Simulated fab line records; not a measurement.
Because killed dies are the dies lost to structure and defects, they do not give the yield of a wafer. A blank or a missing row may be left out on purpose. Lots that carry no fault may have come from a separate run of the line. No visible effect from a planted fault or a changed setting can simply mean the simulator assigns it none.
Chamber matching :: flow n5-finfet :: rie-diel-03 running N5_FIN_CUT_ETCH_21: 4 sister chambers
The step etches SOC in N2/H2, target depth 219 nm, overetch 43.8 nm, time 523.5 s. 18 wafers are shown with their chamber, then 9 later ones without.

== WAFERS PAIRED WITH THEIR CHAMBERS ==
wafer: L075.2
chamber: 2
drypump-motor-current-A (A): 5.7
throttle-valve-pct (%): 17.52
showerhead-plenum-p-Torr (Torr): 2.48

wafer: L075.3
chamber: 0
drypump-motor-current-A (A): 6.2
throttle-valve-pct (%): 18.11
showerhead-plenum-p-Torr (Torr): 2.64

wafer: L075.5
chamber: 0
drypump-motor-current-A (A): 6.2
throttle-valve-pct (%): 18.12
showerhead-plenum-p-Torr (Torr): 2.64

wafer: L079.2
chamber: 0
drypump-motor-current-A (A): 6.2
throttle-valve-pct (%): 18.12
showerhead-plenum-p-Torr (Torr): 2.64

wafer: L079.3
chamber: 1
drypump-motor-current-A (A): 5.8
throttle-valve-pct (%): 17.92
showerhead-plenum-p-Torr (Torr): 2.66

wafer: L079.4
chamber: 2
drypump-motor-current-A (A): 5.7
throttle-valve-pct (%): 17.51
showerhead-plenum-p-Torr (Torr): 2.47

wafer: L083.1
chamber: 2
drypump-motor-current-A (A): 5.7
throttle-valve-pct (%): 17.52
showerhead-plenum-p-Torr (Torr): 2.47

wafer: L083.3
chamber: 0
drypump-motor-current-A (A): 6.2
throttle-valve-pct (%): 18.15
showerhead-plenum-p-Torr (Torr): 2.63

wafer: L083.4
chamber: 3
drypump-motor-current-A (A): 6.3
throttle-valve-pct (%): 17.72
showerhead-plenum-p-Torr (Torr): 2.62

wafer: L086.3
chamber: 2
drypump-motor-current-A (A): 5.7
throttle-valve-pct (%): 17.52
showerhead-plenum-p-Torr (Torr): 2.47

wafer: L086.4
chamber: 0
drypump-motor-current-A (A): 6.2
throttle-valve-pct (%): 18.15
showerhead-plenum-p-Torr (Torr): 2.63

wafer: L086.5
chamber: 2
drypump-motor-current-A (A): 5.7
throttle-valve-pct (%): 17.53
showerhead-plenum-p-Torr (Torr): 2.47

wafer: L090.2
chamber: 0
drypump-motor-current-A (A): 6.2
throttle-valve-pct (%): 18.15
showerhead-plenum-p-Torr (Torr): 2.63

wafer: L090.4
chamber: 3
drypump-motor-current-A (A): 6.3
throttle-valve-pct (%): 17.75
showerhead-plenum-p-Torr (Torr): 2.61

wafer: L090.6
chamber: 0
drypump-motor-current-A (A): 6.2
throttle-valve-pct (%): 18.18
showerhead-plenum-p-Torr (Torr): 2.63

wafer: L093.2
chamber: 1
drypump-motor-current-A (A): 5.7
throttle-valve-pct (%): 17.97
showerhead-plenum-p-Torr (Torr): 2.64

wafer: L093.4
chamber: 3
drypump-motor-current-A (A): 6.3
throttle-valve-pct (%): 17.75
showerhead-plenum-p-Torr (Torr): 2.61

wafer: L093.5
chamber: 0
drypump-motor-current-A (A): 6.2
throttle-valve-pct (%): 18.19
showerhead-plenum-p-Torr (Torr): 2.62

SIGNATURES (averages over the wafers above)
reading: drypump-motor-current-A
chamber 0: 6.200
chamber 1: 5.750
chamber 2: 5.700
chamber 3: 6.300
scatter within a chamber: 0.0189

reading: throttle-valve-pct
chamber 0: 18.1462
chamber 1: 17.9450
chamber 2: 17.5200
chamber 3: 17.7400
scatter within a chamber: 0.0237

reading: showerhead-plenum-p-Torr
chamber 0: 2.6325
chamber 1: 2.6500
chamber 2: 2.4720
chamber 3: 2.6133
scatter within a chamber: 0.00705
Rule: distance of a wafer from a chamber = root of the sum over the readings of ((wafer's reading minus chamber's mean) / reading's scatter) squared. If the next closest chamber is less than 2 further off than the closest, the wafer can't be placed; otherwise it belongs to the closest. How the scatter is found: for the shown wafers, subtract from each reading the mean of its chamber, square and add these, divide the total by (wafers less chambers), then take the root.

== WAFERS WITHOUT THEIR CHAMBER ==
wafer: L095.1
drypump-motor-current-A (A): 6.3
throttle-valve-pct (%): 17.78
showerhead-plenum-p-Torr (Torr): 2.61

wafer: L095.4
drypump-motor-current-A (A): 6.2
throttle-valve-pct (%): 18.20
showerhead-plenum-p-Torr (Torr): 2.62

wafer: L095.5
drypump-motor-current-A (A): 6.3
throttle-valve-pct (%): 17.77
showerhead-plenum-p-Torr (Torr): 2.61

wafer: L096.2
drypump-motor-current-A (A): 6.2
throttle-valve-pct (%): 18.20
showerhead-plenum-p-Torr (Torr): 2.62

wafer: L096.4
drypump-motor-current-A (A): 6.3
throttle-valve-pct (%): 17.78
showerhead-plenum-p-Torr (Torr): 2.61

wafer: L096.6
drypump-motor-current-A (A): 6.2
throttle-valve-pct (%): 18.19
showerhead-plenum-p-Torr (Torr): 2.62

wafer: L097.4
drypump-motor-current-A (A): 5.7
throttle-valve-pct (%): 18.00
showerhead-plenum-p-Torr (Torr): 2.64

wafer: L097.5
drypump-motor-current-A (A): 6.2
throttle-valve-pct (%): 18.18
showerhead-plenum-p-Torr (Torr): 2.62

wafer: L097.6
drypump-motor-current-A (A): 6.4
throttle-valve-pct (%): 17.77
showerhead-plenum-p-Torr (Torr): 2.60

== CHAMBER TAKEN BY EACH ==
wafer: L095.1
from the rows above: 3
in truth: 3

wafer: L095.4
from the rows above: 0
in truth: 0

wafer: L095.5
from the rows above: 3
in truth: 3

wafer: L096.2
from the rows above: 0
in truth: 0

wafer: L096.4
from the rows above: 3
in truth: 3

wafer: L096.6
from the rows above: 0
in truth: 0

wafer: L097.4
from the rows above: 1
in truth: 1

wafer: L097.5
from the rows above: 0
in truth: 0

wafer: L097.6
from the rows above: 3
in truth: 3
Correct placement for 9 of the 9. Not placeable from these rows: 0. 0 placed wrongly.
